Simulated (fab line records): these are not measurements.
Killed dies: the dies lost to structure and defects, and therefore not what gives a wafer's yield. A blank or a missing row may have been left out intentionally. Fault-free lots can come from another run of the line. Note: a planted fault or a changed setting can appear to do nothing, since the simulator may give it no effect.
Chamber matching | flow n5-finfet | cmp-02 running N5_GATE_CUT_CMP_23: 4 sister chambers
The step polishes, stops on SiO2, t overpolish 23.4 s, target thk 16 nm. 8 wafers are shown with their chamber, then 7 later ones without.

## EACH WAFER AND ITS CHAMBER
wafer  | chamber | motor-current-A (A) | retaining-ring-pressure-frac
L083.2 | 1       | 10.0                | 0.994
L083.4 | 2       | 10.0                | 1.004
L083.6 | 2       | 10.1                | 1.006
L088.1 | 1       | 9.5                 | 1.001
L088.3 | 0       | 8.7                 | 0.998
L088.6 | 3       | 10.6                | 1.001
L093.1 | 0       | 8.9                 | 0.998
L093.4 | 3       | 11.5                | 1.002

## WAFERS WITH NO CHAMBER GIVEN
wafer  | motor-current-A (A) | retaining-ring-pressure-frac
L093.6 | 9.9                 | 0.994
L095.2 | 10.0                | 1.000
L095.5 | 8.8                 | 0.991
L095.6 | 11.0                | 0.997
L097.2 | 10.4                | 0.999
L097.3 | 10.1                | 1.002
L097.6 | 8.9                 | 1.012

## WHICH CHAMBER EACH ONE RAN IN
wafer  | from the rows above          | in truth
L093.6 | can't be placed: 1 or 0      | 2
L095.2 | can't be placed: 1 or 2 or 3 | 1
L095.5 | can't be placed: 0 or 1      | 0
L095.6 | can't be placed: 3 or 1      | 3
L097.2 | can't be placed: 1 or 3 or 2 | 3
L097.3 | can't be placed: 2 or 1 or 3 | 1
L097.6 | can't be placed: 2 or 0 or 1 | 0
Correct placement for 0 of the 7. These rows do not allow placing 7 (true chamber among the candidates in 6). Number placed wrongly: 0.
How it was worked out, from the rows above alone: a wafer's distance from a chamber is the root of the sum, over the readings, of the square of ((its reading less the chamber's mean) divided by the reading's scatter). The wafer belongs to the nearest chamber; if the next one is less than 2 further off, it can't be placed. For every chamber, the mean is computed from those of its wafers that are shown. How the scatter is found: for the shown wafers, subtract from each reading the mean of its chamber, square and add these, divide the total by (wafers less chambers), then take the root.
